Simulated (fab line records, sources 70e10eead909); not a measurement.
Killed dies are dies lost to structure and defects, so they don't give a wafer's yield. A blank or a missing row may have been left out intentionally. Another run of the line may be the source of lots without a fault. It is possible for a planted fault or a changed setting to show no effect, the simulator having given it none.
Which tool did it? || flow nand-harc || Sampling: 11 lots, 33 wafers, 3 of 1159 route steps

WHAT THE GAUGES SHOWED, per wafer
NHARC_P_M0_OVL_MEAS_10: pitch 180 nm.
{"lot": "L075", "measured": "day 6 01:13", "on": "overlay-01", "overlay-x-nm (nm)": "0.3 -0.3 -0.4"}
{"lot": "L078", "measured": "day 6 23:46", "on": "overlay-02", "overlay-x-nm (nm)": "0.7 0.4 0.8"}
{"lot": "L080", "measured": "day 7 20:55", "on": "overlay-01", "overlay-x-nm (nm)": "-1.5 -1.3 -0.9"}
{"lot": "L081", "measured": "day 7 21:37", "on": "overlay-01", "overlay-x-nm (nm)": "0.1 0.0 0.1"}
{"lot": "L084", "measured": "day 8 14:38", "on": "overlay-02", "overlay-x-nm (nm)": "-0.5 -0.2 -0.2"}
{"lot": "L087", "measured": "day 9 11:27", "on": "overlay-01", "overlay-x-nm (nm)": "1.5 0.5 1.3"}
{"lot": "L088", "measured": "day 9 12:32", "on": "overlay-01", "overlay-x-nm (nm)": "0.3 0.1 -0.1"}
{"lot": "L091", "measured": "day 9 21:30", "on": "overlay-02", "overlay-x-nm (nm)": "-0.1 -0.4 -0.1"}
{"lot": "L092", "measured": "day 10 18:29", "on": "overlay-01", "overlay-x-nm (nm)": "1.0 0.7 0.6"}
{"lot": "L094", "measured": "day 10 21:13", "on": "overlay-02", "overlay-x-nm (nm)": "-1.4 -1.0 -1.2"}
{"lot": "L097", "measured": "day 11 05:54", "on": "overlay-02", "overlay-x-nm (nm)": "-0.2 -0.6 -0.7"}

WHAT TOOL EACH LOT RAN ON (gives the tool, then ch and the chambers of the sampled wafers, and finally the start)
{"lot": "L075", "NHARC_P_CONTACT_DESCUM_17": "rie-diel-03 ch 0,1,2, day 5 18:03", "NHARC_P_CONTACT_STRIP_28": "rie-diel-03 ch 0,1,3, day 5 18:59"}
{"lot": "L078", "NHARC_P_CONTACT_DESCUM_17": "rie-diel-03 ch 0,1,3, day 6 16:16", "NHARC_P_CONTACT_STRIP_28": "rie-diel-03 ch 1,2,3, day 6 17:15"}
{"lot": "L080", "NHARC_P_CONTACT_DESCUM_17": "rie-diel-03 ch 0,2,3, day 7 09:04", "NHARC_P_CONTACT_STRIP_28": "rie-diel-03 ch 0,1,2, day 7 10:02"}
{"lot": "L081", "NHARC_P_CONTACT_DESCUM_17": "rie-diel-12 ch 0,3, day 7 10:08", "NHARC_P_CONTACT_STRIP_28": "rie-diel-08 ch 0,1,3, day 7 11:07"}
{"lot": "L084", "NHARC_P_CONTACT_DESCUM_17": "rie-diel-12 ch 0,1, day 8 06:28", "NHARC_P_CONTACT_STRIP_28": "rie-diel-03 ch 0,1,3, day 8 07:26"}
{"lot": "L087", "NHARC_P_CONTACT_DESCUM_17": "rie-diel-03 ch 1,2, day 9 00:31", "NHARC_P_CONTACT_STRIP_28": "rie-diel-12 ch 2,3, day 9 01:28"}
{"lot": "L088", "NHARC_P_CONTACT_DESCUM_17": "rie-diel-03 ch 0,1,3, day 9 03:32", "NHARC_P_CONTACT_STRIP_28": "rie-diel-12 ch 0,3, day 9 04:29"}
{"lot": "L091", "NHARC_P_CONTACT_DESCUM_17": "rie-diel-03 ch 2,3, day 9 17:07", "NHARC_P_CONTACT_STRIP_28": "rie-diel-08 ch 0,3, day 9 18:05"}
{"lot": "L092", "NHARC_P_CONTACT_DESCUM_17": "rie-diel-03 ch 0,1,3, day 10 10:11", "NHARC_P_CONTACT_STRIP_28": "rie-diel-03 ch 1,2, day 10 11:17"}
{"lot": "L094", "NHARC_P_CONTACT_DESCUM_17": "rie-diel-03 ch 1,2,3, day 10 16:46", "NHARC_P_CONTACT_STRIP_28": "rie-diel-12 ch 0,2,3, day 10 17:58"}
{"lot": "L097", "NHARC_P_CONTACT_DESCUM_17": "rie-diel-03 ch 1,2, day 11 01:38", "NHARC_P_CONTACT_STRIP_28": "rie-diel-08 ch 0,1, day 11 02:35"}
- NHARC_P_CONTACT_DESCUM_17: chemistry O2, time 3 s.
- NHARC_P_CONTACT_STRIP_28: strips in O2.

THE ANSWER, worked out from the rows above alone
Rule: what is usual is taken from the lots themselves. The widest of any qualifying gaps counts: lots, ordered by their means at a reading, are off when they make up no more than a third of the lots, leave a main group of 4 or more, and stand apart from it by 3 or more times the standard deviation of that group's means. A main group whose means are all the same, to the digits that the tables above print for the reading, isn't used. A lot without any number at a reading at which 4 lots or more have one is off too. Where the step has rows for the other lots, those lots are counted as sound.
Nothing can be told from this: no lot is off at any reading shown.

WHAT THE SIMULATOR HAD INSERTED
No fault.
